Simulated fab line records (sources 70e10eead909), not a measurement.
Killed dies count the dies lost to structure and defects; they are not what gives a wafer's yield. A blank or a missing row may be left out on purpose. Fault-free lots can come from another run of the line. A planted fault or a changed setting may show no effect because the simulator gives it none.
fab line records :: flow nandHarc
record
  lots=6
  wafers=18
  lastDay=33
route steps=1302 shown A_ZERO_WELL@412 A_SOURCE_PLATE@413 A_ONON_D1@424
lots that met no fault: from a run of the same line without faults
startH: start of the lot's first displayed wafer, in hours after the record's first day :: waitH: time in hours since the lot's previous step :: " the same as in the row above :: L1.1+2: one row covering several wafers at once :: - either no value or no given start :: * or withheld: withheld :: < > ~ a bound
route shown NAME@n: names a module that has steps shown in the file, with the first one's number in the route :: usual: the fault-free wafers' mean and standard deviation :: same: alike in all rows :: chamber/n: place in a boat :: sites: the reading at each site :: _std_site: standard deviation across them :: _edge_site: outer sites' mean less inner sites' :: radiusMm: for every site, how far away it sits from the centre of the wafer :: mask NAME#n: copy n :: behind: tool/chamber where the wafer was last shaped :: hold: why the lot was held/for how many hours/how that ended :: device: the n, p or np transistor that did not switch :: end of line: tests of these same wafers at the route's end :: where a step has no rows: the recipe by itself :: killed: the dies lost at the first sort to structure and to defects; this is not the yield of the wafer :: map: per-die view of a wafer (x killed, . not killed, _ where there is no die)
set.NAME: the run value of the setting; set.NAME@STEP: its run value at that earlier step :: model.NAME: the simulator's own value behind a step, which no gauge read
lots at selected steps of the route; one table per step, one row per wafer
services: from which hour (startH, from the record's first day; less than 0 if before it) a tool's chamber was out of use, for how many hours, and why
## steps
# step NHARC_A_ZERO_WELL_INSPECT_17
# usual
  rawDefectCount=11/5.7
lot.wafer: L901.2
tool: defectInspect-01
chamber: -
startH: 188.99
waitH: 0.1
rawDefectCount: 17

lot.wafer: L901.4
tool: defectInspect-01
chamber: -
startH: 188.99
waitH: 0.1
rawDefectCount: 6

lot.wafer: L901.5
tool: defectInspect-01
chamber: -
startH: 188.99
waitH: 0.1
rawDefectCount: 13

lot.wafer: L903.1
tool: defectInspect-02
chamber: -
startH: 198.07
waitH: 0.2
rawDefectCount: 11

lot.wafer: L903.3
tool: defectInspect-02
chamber: -
startH: 198.07
waitH: 0.2
rawDefectCount: 19

lot.wafer: L903.6
tool: defectInspect-02
chamber: -
startH: 198.07
waitH: 0.2
rawDefectCount: 7

lot.wafer: L908.1
tool: defectInspect-01
chamber: -
startH: 251.01
waitH: 0.2
rawDefectCount: 15

lot.wafer: L908.2
tool: defectInspect-01
chamber: -
startH: 251.01
waitH: 0.2
rawDefectCount: 26

lot.wafer: L908.3
tool: defectInspect-01
chamber: -
startH: 251.01
waitH: 0.2
rawDefectCount: 16

lot.wafer: L912.1
tool: defectInspect-01
chamber: -
startH: 282.40
waitH: 0.2
rawDefectCount: 14

lot.wafer: L912.2
tool: defectInspect-01
chamber: -
startH: 282.40
waitH: 0.2
rawDefectCount: 8

lot.wafer: L912.4
tool: defectInspect-01
chamber: -
startH: 282.40
waitH: 0.2
rawDefectCount: 5

lot.wafer: L916.1
tool: defectInspect-02
chamber: -
startH: 331.08
waitH: 0.2
rawDefectCount: 6

lot.wafer: L916.2
tool: defectInspect-02
chamber: -
startH: 331.08
waitH: 0.2
rawDefectCount: 12

lot.wafer: L916.4
tool: defectInspect-02
chamber: -
startH: 331.08
waitH: 0.2
rawDefectCount: 9

lot.wafer: L917.2
tool: defectInspect-01
chamber: -
startH: 346.34
waitH: 0.1
rawDefectCount: 8

lot.wafer: L917.5
tool: defectInspect-01
chamber: -
startH: 346.34
waitH: 0.1
rawDefectCount: 11

lot.wafer: L917.6
tool: defectInspect-01
chamber: -
startH: 346.34
waitH: 0.1
rawDefectCount: 23
# step NHARC_A_SOURCE_PLATE_PRECLEAN_00
# recipe
  timeS=60
  chemistry=HF-LAST
# step NHARC_A_SOURCE_PLATE_SRD_01
# step NHARC_A_SOURCE_PLATE_OXIDE_02
# recipe
  targetThkA=100
  tempC=900
  oxTimeS=1362
  material=SiO2
# step NHARC_A_SOURCE_PLATE_THK_MEAS_09
# recipe
  thkMeasGauge=ellipsometry
# usual
  thkNm=9.7/0.87
lot.wafer: L901.2
tool: filmMetro-01
chamber: -
startH: 196.29
waitH: 0.4
thkNm: 10.7

lot.wafer: L901.4
tool: filmMetro-01
chamber: -
startH: 196.29
waitH: 0.4
thkNm: 8.2

lot.wafer: L901.5
tool: filmMetro-01
chamber: -
startH: 196.29
waitH: 0.4
thkNm: 8.9

lot.wafer: L903.1
tool: filmMetro-01
chamber: -
startH: 204.87
waitH: 0.4
thkNm: 9.4

lot.wafer: L903.3
tool: filmMetro-01
chamber: -
startH: 204.87
waitH: 0.4
thkNm: 9.0

lot.wafer: L903.6
tool: filmMetro-01
chamber: -
startH: 204.87
waitH: 0.4
thkNm: 9.1

lot.wafer: L908.1
tool: filmMetro-01
chamber: -
startH: 258.33
waitH: 0.4
thkNm: 8.9

lot.wafer: L908.2
tool: filmMetro-01
chamber: -
startH: 258.33
waitH: 0.4
thkNm: 9.2

lot.wafer: L908.3
tool: filmMetro-01
chamber: -
startH: 258.33
waitH: 0.4
thkNm: 7.7

lot.wafer: L912.1
tool: filmMetro-01
chamber: -
startH: 289.19
waitH: 0.4
thkNm: 10.9

lot.wafer: L912.2
tool: filmMetro-01
chamber: -
startH: 289.19
waitH: 0.4
thkNm: 11.0

lot.wafer: L912.4
tool: filmMetro-01
chamber: -
startH: 289.19
waitH: 0.4
thkNm: 9.7

lot.wafer: L916.1
tool: filmMetro-01
chamber: -
startH: 337.87
waitH: 0.4
thkNm: 9.6

lot.wafer: L916.2
tool: filmMetro-01
chamber: -
startH: 337.87
waitH: 0.4
thkNm: 9.8

lot.wafer: L916.4
tool: filmMetro-01
chamber: -
startH: 337.87
waitH: 0.4
thkNm: 7.9

lot.wafer: L917.2
tool: filmMetro-01
chamber: -
startH: 353.17
waitH: 0.4
thkNm: 9.5

lot.wafer: L917.5
tool: filmMetro-01
chamber: -
startH: 353.17
waitH: 0.4
thkNm: 8.6

lot.wafer: L917.6
tool: filmMetro-01
chamber: -
startH: 353.17
waitH: 0.4
thkNm: 10.8
# step NHARC_A_SOURCE_PLATE_PVD_04
# recipe
  targetThkA=500
  material=WSi2
# step NHARC_A_SOURCE_PLATE_CVD_03
# recipe
  targetThkA=2000
  tempC=620
  pressureMtorr=200
  timeS=4000
  material=poly-Si
# step NHARC_A_SOURCE_PLATE_ANNEAL_05
# recipe
  tempC=850
  timeS=1800
# step NHARC_A_SOURCE_PLATE_THK_MEAS_06
# recipe
  thkMeasGauge=ellipsometry
# usual
  thkNm=200.4/2.4
lot.wafer: L901.2
tool: filmMetro-01
chamber: -
startH: 209.22
waitH: 0.4
thkNm: 203.4

lot.wafer: L901.4
tool: filmMetro-01
chamber: -
startH: 209.22
waitH: 0.4
thkNm: 203.7

lot.wafer: L901.5
tool: filmMetro-01
chamber: -
startH: 209.22
waitH: 0.4
thkNm: 205.6

lot.wafer: L903.1
tool: filmMetro-02
chamber: -
startH: 217.78
waitH: 0.4
thkNm: 199.6

lot.wafer: L903.3
tool: filmMetro-02
chamber: -
startH: 217.78
waitH: 0.4
thkNm: 203.1

lot.wafer: L903.6
tool: filmMetro-02
chamber: -
startH: 217.78
waitH: 0.4
thkNm: 200.6

lot.wafer: L908.1
tool: filmMetro-01
chamber: -
startH: 272.10
waitH: 0.4
thkNm: 201.0

lot.wafer: L908.2
tool: filmMetro-01
chamber: -
startH: 272.10
waitH: 0.4
thkNm: 200.8

lot.wafer: L908.3
tool: filmMetro-01
chamber: -
startH: 272.10
waitH: 0.4
thkNm: 200.6

lot.wafer: L912.1
tool: filmMetro-02
chamber: -
startH: 301.70
waitH: 0.4
thkNm: 200.9

lot.wafer: L912.2
tool: filmMetro-02
chamber: -
startH: 301.70
waitH: 0.4
thkNm: 201.4

lot.wafer: L912.4
tool: filmMetro-02
chamber: -
startH: 301.70
waitH: 0.4
thkNm: 201.7

lot.wafer: L916.1
tool: filmMetro-02
chamber: -
startH: 350.45
waitH: 0.4
thkNm: 200.4

lot.wafer: L916.2
tool: filmMetro-02
chamber: -
startH: 350.45
waitH: 0.4
thkNm: 203.9

lot.wafer: L916.4
tool: filmMetro-02
chamber: -
startH: 350.45
waitH: 0.4
thkNm: 201.4

lot.wafer: L917.2
tool: filmMetro-01
chamber: -
startH: 366.95
waitH: 0.4
thkNm: 196.0

lot.wafer: L917.5
tool: filmMetro-01
chamber: -
startH: 366.95
waitH: 0.4
thkNm: 195.9

lot.wafer: L917.6
tool: filmMetro-01
chamber: -
startH: 366.95
waitH: 0.4
thkNm: 196.1
# step NHARC_A_SOURCE_PLATE_INSPECT_08
# usual
  rawDefectCount=62/24
lot.wafer: L901.2
tool: defectInspect-02
chamber: -
startH: 209.31
waitH: 0.0
rawDefectCount: 46

lot.wafer: L901.4
tool: defectInspect-02
chamber: -
startH: 209.31
waitH: 0.0
rawDefectCount: 43

lot.wafer: L901.5
tool: defectInspect-02
chamber: -
startH: 209.31
waitH: 0.0
rawDefectCount: 64

lot.wafer: L903.1
tool: defectInspect-02
chamber: -
startH: 217.89
waitH: 0.0
rawDefectCount: 38

lot.wafer: L903.3
tool: defectInspect-02
chamber: -
startH: 217.89
waitH: 0.0
rawDefectCount: 44

lot.wafer: L903.6
tool: defectInspect-02
chamber: -
startH: 217.89
waitH: 0.0
rawDefectCount: 61

lot.wafer: L908.1
tool: defectInspect-01
chamber: -
startH: 272.16
waitH: 0.0
rawDefectCount: 51

lot.wafer: L908.2
tool: defectInspect-01
chamber: -
startH: 272.16
waitH: 0.0
rawDefectCount: 41

lot.wafer: L908.3
tool: defectInspect-01
chamber: -
startH: 272.16
waitH: 0.0
rawDefectCount: 46

lot.wafer: L912.1
tool: defectInspect-01
chamber: -
startH: 301.77
waitH: 0.0
rawDefectCount: 84

lot.wafer: L912.2
tool: defectInspect-01
chamber: -
startH: 301.77
waitH: 0.0
rawDefectCount: 38

lot.wafer: L912.4
tool: defectInspect-01
chamber: -
startH: 301.77
waitH: 0.0
rawDefectCount: 75

lot.wafer: L916.1
tool: defectInspect-02
chamber: -
startH: 350.54
waitH: 0.0
rawDefectCount: 33

lot.wafer: L916.2
tool: defectInspect-02
chamber: -
startH: 350.54
waitH: 0.0
rawDefectCount: 70

lot.wafer: L916.4
tool: defectInspect-02
chamber: -
startH: 350.54
waitH: 0.0
rawDefectCount: 43

lot.wafer: L917.2
tool: defectInspect-01
chamber: -
startH: 367.03
waitH: 0.0
rawDefectCount: 28

lot.wafer: L917.5
tool: defectInspect-01
chamber: -
startH: 367.03
waitH: 0.0
rawDefectCount: 39

lot.wafer: L917.6
tool: defectInspect-01
chamber: -
startH: 367.03
waitH: 0.0
rawDefectCount: 65
# step NHARC_A_ONON_D1_DEP_00
# recipe
  targetThkA=10000
  n2FlowSccm=2750
  n2oFlowSccm=2000
  nh3FlowSccm=500
  sih4FlowSccm=210
  tempC=400
lot.wafer: L901.2+4+5
tool: pecvdOnon-01
chamber: 0
startH: 209.43
waitH: 0.1

lot.wafer: L903.1+3+6
tool: pecvdOnon-01
chamber: 0
startH: 217.95
waitH: 0.1

lot.wafer: L908.1+2+3
tool: pecvdOnon-02
chamber: 0
startH: 272.23
waitH: 0.1

lot.wafer: L912.1+2+4
tool: pecvdOnon-01
chamber: 0
startH: 301.83
waitH: 0.1

lot.wafer: L916.1+2+4
tool: pecvdOnon-04
chamber: 0
startH: 350.61
waitH: 0.1

lot.wafer: L917.2+5+6
tool: pecvdOnon-04
chamber: 0
startH: 367.16
waitH: 0.1
# step NHARC_A_ONON_D1_THK_MEAS_02
# recipe
  thkMeasGauge=ellipsometry
# usual
  thkNm=1001/10
lot.wafer: L901.2
tool: filmMetro-02
chamber: -
startH: 209.88
waitH: -
thkNm: 680

lot.wafer: L901.4
tool: filmMetro-02
chamber: -
startH: 209.88
waitH: -
thkNm: 989

lot.wafer: L901.5
tool: filmMetro-02
chamber: -
startH: 209.88
waitH: -
thkNm: 989

lot.wafer: L903.1
tool: filmMetro-01
chamber: -
startH: 218.46
waitH: -
thkNm: 694

lot.wafer: L903.3
tool: filmMetro-01
chamber: -
startH: 218.46
waitH: -
thkNm: 1001

lot.wafer: L903.6
tool: filmMetro-01
chamber: -
startH: 218.46
waitH: -
thkNm: 693

lot.wafer: L908.1
tool: filmMetro-02
chamber: -
startH: 272.74
waitH: -
thkNm: 995

lot.wafer: L908.2
tool: filmMetro-02
chamber: -
startH: 272.74
waitH: -
thkNm: 993

lot.wafer: L908.3
tool: filmMetro-02
chamber: -
startH: 272.74
waitH: -
thkNm: 995

lot.wafer: L912.1
tool: filmMetro-02
chamber: -
startH: 302.34
waitH: -
thkNm: 996

lot.wafer: L912.2
tool: filmMetro-02
chamber: -
startH: 302.34
waitH: -
thkNm: 995

lot.wafer: L912.4
tool: filmMetro-02
chamber: -
startH: 302.34
waitH: -
thkNm: 995

lot.wafer: L916.1
tool: filmMetro-01
chamber: -
startH: 351.11
waitH: -
thkNm: 1007

lot.wafer: L916.2
tool: filmMetro-01
chamber: -
startH: 351.11
waitH: -
thkNm: 1008

lot.wafer: L916.4
tool: filmMetro-01
chamber: -
startH: 351.11
waitH: -
thkNm: 1007

lot.wafer: L917.2
tool: filmMetro-01
chamber: -
startH: 367.61
waitH: -
thkNm: 999

lot.wafer: L917.5
tool: filmMetro-01
chamber: -
startH: 367.61
waitH: -
thkNm: 1001

lot.wafer: L917.6
tool: filmMetro-01
chamber: -
startH: 367.61
waitH: -
thkNm: 1000
# step NHARC_A_ONON_D1_DEP_03
# recipe
  targetThkA=10000
  n2FlowSccm=2750
  n2oFlowSccm=2000
  nh3FlowSccm=500
  sih4FlowSccm=210
  tempC=400
## services
tool: pecvdOnon-01
chamber: -
startH: 269.00
hours: 13.0
kind: pm

tool: pecvdOnon-04
chamber: -
startH: 311.34
hours: 13.0
kind: pm

tool: pecvdOnon-02
chamber: -
startH: 366.00
hours: 13.0
kind: pm
## key
firstSign
  step=NHARC_A_ONON_D1_THK_MEAS_02
  reading=thkNm
  direction=down
  sigmas=31
  usual=1001
  struck=689
effect none on later readings
metAt NHARC_A_ONON_D1_DEP_00
struckWafers L901.2,L903.1,L903.6
laterRowsLeftOut L901.2,L903.1,L903.6
sortLeftOut L901.2,L903.1,L903.6
testerLeftOut L901,L903
fault
  kind=processParameterDrift
  tool=pecvdOnon-01
  chamber=-
  onsetH=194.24
  steps=NHARC_A_ONON_D1_DEP_00
  channel=targetThkA
  offset=*
  shape=step
  endH=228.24
  scope=struckWafersOnly
  actsIn=*
  stated=*
# testerLeftOut: of these lots the tester's yield and bins aren't shown, on N5 and GAA mostly nor the transistor test; their killed dies are dies lost to structure and defects alone, not to doping, threshold or leakage, so they don't give the yield
# sortLeftOut: the simulated sort isn't trusted on such a fault, so these wafers' sort isn't shown, and their yield isn't known
# laterRowsLeftOut: the simulator's readings of these wafers behind a module that went badly wrong aren't trusted and aren't shown, but for the sort
